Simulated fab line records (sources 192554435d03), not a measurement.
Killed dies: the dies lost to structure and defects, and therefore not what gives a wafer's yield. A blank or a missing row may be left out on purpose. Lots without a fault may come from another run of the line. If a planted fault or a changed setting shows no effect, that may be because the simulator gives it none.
Split-lot experiment :: flow n5_finfet :: 7 lots, 21 wafers read, on a route of 1938 steps

== SPLIT DETAILS ==
At N5_SD_EPI_P_PEB_07 (peb time 60 s), the setting peb_time_s was moved away from the recipe's 60 s on 8 of the 21 wafers read, by -16.6% to +14.2%. This setting was run at the recipe's value on the other wafers.

== FROM THE SPLIT TO THE READING: what the file shows between them, 1 step ==
- N5_SD_EPI_P_DEVELOP_08: develop time 30 s

== THE READING ==
At N5_SD_EPI_P_CD_MEAS_09: cd_nm in nanometres, against a target cd of 240 nm. On this fab line, fault-free wafers typically give 239.9 nm with a standard deviation of 0.77 nm.

wafer: L077.2
tool, chamber at the split: litho_track-01, 0
peb_time_s as run, s: 60
against the recipe: recipe
cd_nm, nm: 239.9
against lot-mates on the recipe: -

wafer: L077.4
tool, chamber at the split: litho_track-01, 0
peb_time_s as run, s: 54.35
against the recipe: -9.4%
cd_nm, nm: 236.7
against lot-mates on the recipe: -3.2

wafer: L077.6
tool, chamber at the split: litho_track-01, 0
peb_time_s as run, s: 54.35
against the recipe: -9.4%
cd_nm, nm: 237.3
against lot-mates on the recipe: -2.6

wafer: L081.2
tool, chamber at the split: litho_track-04, 0
peb_time_s as run, s: 60
against the recipe: recipe
cd_nm, nm: 241.1
against lot-mates on the recipe: -

wafer: L081.5
tool, chamber at the split: litho_track-04, 0
peb_time_s as run, s: 60
against the recipe: recipe
cd_nm, nm: 240.2
against lot-mates on the recipe: -

wafer: L081.6
tool, chamber at the split: litho_track-04, 0
peb_time_s as run, s: 60
against the recipe: recipe
cd_nm, nm: 240.1
against lot-mates on the recipe: -

wafer: L082.4
tool, chamber at the split: litho_track-04, 0
peb_time_s as run, s: 60
against the recipe: recipe
cd_nm, nm: 239.8
against lot-mates on the recipe: -

wafer: L082.5
tool, chamber at the split: litho_track-04, 0
peb_time_s as run, s: 68.52
against the recipe: +14.2%
cd_nm, nm: 245.2
against lot-mates on the recipe: +5.2

wafer: L082.6
tool, chamber at the split: litho_track-04, 0
peb_time_s as run, s: 60
against the recipe: recipe
cd_nm, nm: 240.1
against lot-mates on the recipe: -

wafer: L086.1
tool, chamber at the split: litho_track-01, 0
peb_time_s as run, s: 60
against the recipe: recipe
cd_nm, nm: 239.7
against lot-mates on the recipe: -

wafer: L086.3
tool, chamber at the split: litho_track-01, 0
peb_time_s as run, s: 60
against the recipe: recipe
cd_nm, nm: 240.1
against lot-mates on the recipe: -

wafer: L086.6
tool, chamber at the split: litho_track-01, 0
peb_time_s as run, s: 60
against the recipe: recipe
cd_nm, nm: 242.2
against lot-mates on the recipe: -

wafer: L087.1
tool, chamber at the split: litho_track-03, 0
peb_time_s as run, s: 60
against the recipe: recipe
cd_nm, nm: 239.9
against lot-mates on the recipe: -

wafer: L087.4
tool, chamber at the split: litho_track-03, 0
peb_time_s as run, s: 50.04
against the recipe: -16.6%
cd_nm, nm: 232.1
against lot-mates on the recipe: -7.8

wafer: L087.6
tool, chamber at the split: litho_track-03, 0
peb_time_s as run, s: 50.04
against the recipe: -16.6%
cd_nm, nm: 231.9
against lot-mates on the recipe: -8.0

wafer: L090.2
tool, chamber at the split: litho_track-01, 0
peb_time_s as run, s: 53.39
against the recipe: -11.0%
cd_nm, nm: 235.8
against lot-mates on the recipe: -4.7

wafer: L090.3
tool, chamber at the split: litho_track-01, 0
peb_time_s as run, s: 53.39
against the recipe: -11.0%
cd_nm, nm: 236.3
against lot-mates on the recipe: -4.2

wafer: L090.6
tool, chamber at the split: litho_track-01, 0
peb_time_s as run, s: 60
against the recipe: recipe
cd_nm, nm: 240.5
against lot-mates on the recipe: -

wafer: L095.1
tool, chamber at the split: litho_track-04, 0
peb_time_s as run, s: 64.27
against the recipe: +7.1%
cd_nm, nm: 241.1
against lot-mates on the recipe: +1.7

wafer: L095.3
tool, chamber at the split: litho_track-04, 0
peb_time_s as run, s: 60
against the recipe: recipe
cd_nm, nm: 239.0
against lot-mates on the recipe: -

wafer: L095.4
tool, chamber at the split: litho_track-04, 0
peb_time_s as run, s: 60
against the recipe: recipe
cd_nm, nm: 239.8
against lot-mates on the recipe: -

FIT RESULTS
A straight line over all 21 wafers: cd_nm changes by +0.401 nm for each +1% of peb_time_s; r = +0.96; the points scatter about the line by 0.93 nm.
The same after taking each lot's own level away (the mean of its wafers on the recipe; 21 wafers): +0.406 nm for each +1%; r = +0.97; scatter 0.75 nm.
That fit puts the effect of the largest move of peb_time_s on the reading at 6.7 nm.
Measured against the standard deviation above, the lots' own levels, which go from 239.40 to 240.67 nm, span 1.6 times it.
The two slopes are in agreement: the lot-to-lot level therefore moves the slope only a little.
Check: with one of the wafers moved furthest among these (-16.6%) left out of the fit, the line predicts -6.55 nm for it against its lot-mates. It came out at -7.8 nm against them.

== ADDITIONAL SPLITS CARRIED BY THESE WAFERS ==
Before the reading, these wafers also passed through other splits. Each is held against what the fit with the lots' levels taken away leaves over:
other split on the same wafers: N5_WELL_APT_COAT_02 spin_rpm
wafers away from the commonest value: 5
r with cd_nm (lot level and that fit taken away): -0.23

other split on the same wafers: N5_WELL_APT_PEB_06 peb_time_s
wafers away from the commonest value: 7
r with cd_nm (lot level and that fit taken away): -0.31

other split on the same wafers: N5_WELL_APT_DEVELOP_07 develop_time_s
wafers away from the commonest value: 8
r with cd_nm (lot level and that fit taken away): -0.09

other split on the same wafers: N5_FIN_SAQP_PECVD_06 time_s
wafers away from the commonest value: 5
r with cd_nm (lot level and that fit taken away): +0.01

other split on the same wafers: N5_FIN_SAQP_COAT_50 spin_rpm
wafers away from the commonest value: 4
r with cd_nm (lot level and that fit taken away): +0.18

other split on the same wafers: N5_FIN_CUT_EXPOSE_05 dose_mj
wafers away from the commonest value: 4
r with cd_nm (lot level and that fit taken away): -0.11

other split on the same wafers: N5_DUMMY_GATE_COAT_35 spin_rpm
wafers away from the commonest value: 6
r with cd_nm (lot level and that fit taken away): -0.42

== THE WHOLE CHAIN: every reading that the file lists as answering this split, in the file's order ==
step: N5_SD_EPI_P_CD_MEAS_09
what it does: target cd 240 nm
reading: cd_nm
change (the file's fit): +0.398 nm for each +1% of the setting
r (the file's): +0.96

step: N5_SD_EPI_P_DESCUM_14
what it does: chemistry O2, time 7.9 s
reading: SD_EPI_P.cd_nm (the simulator's own value, which no gauge read)
change (the file's fit): +0.385 nm for each +1% of the setting
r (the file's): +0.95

== FILE'S OWN FIT ==
cd_nm changes by +0.398 nm for each +1% of peb_time_s, r = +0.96.
